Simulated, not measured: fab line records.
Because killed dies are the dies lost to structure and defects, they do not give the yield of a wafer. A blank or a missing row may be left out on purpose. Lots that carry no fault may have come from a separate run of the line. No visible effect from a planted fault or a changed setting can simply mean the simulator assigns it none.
Chamber matching	flow n5-finfet	N5_MOL_CONTACT_COAG_CMP_23 on cmp-01: 4 sister chambers
The step polishes, stops on SiO2, t overpolish 1.5 s, target thk 0 nm. 8 wafers are shown with their chamber, then 7 later ones without.

## WAFERS, EACH WITH ITS CHAMBER
wafer	chamber	motor-current-A (A)	slurry-flow-ml-min
L077.5	1	8.7	149.9
L085.1	2	7.9	150.8
L085.4	3	7.0	151.2
L086.2	0	7.5	149.9
L086.3	3	7.5	150.1
L086.6	2	8.5	150.5
L088.3	0	8.1	150.2
L088.4	1	8.6	150.7

## WAFERS WHOSE CHAMBER IS MISSING
wafer	motor-current-A (A)	slurry-flow-ml-min
L088.6	9.1	150.7
L093.1	7.1	150.6
L093.2	8.7	149.6
L093.5	8.3	150.4
L095.2	7.5	150.9
L095.4	8.8	150.8
L095.5	8.3	150.6

## THE CHAMBER EACH PASSED THROUGH
wafer	from the rows above	in truth
L088.6	can't be placed: 1 or 2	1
L093.1	can't be placed: 3 or 0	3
L093.2	can't be placed: 1 or 2 or 0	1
L093.5	can't be placed: 2 or 1 or 0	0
L095.2	can't be placed: 3 or 0 or 2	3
L095.4	can't be placed: 1 or 2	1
L095.5	can't be placed: 2 or 1 or 0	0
Correct placement for 0 of the 7. These rows do not allow placing 7 (true chamber among the candidates in 7). Placed wrongly: 0.
How it was worked out, from the rows above alone: a wafer's distance from a chamber is the root of the sum, over the readings, of the square of ((its reading less the chamber's mean) divided by the reading's scatter). The wafer belongs to the nearest chamber; if the next one is less than 2 further off, it can't be placed. The mean given for a chamber averages the wafers shown for that chamber. How the scatter is found: for the shown wafers, subtract from each reading the mean of its chamber, square and add these, divide the total by (wafers less chambers), then take the root.
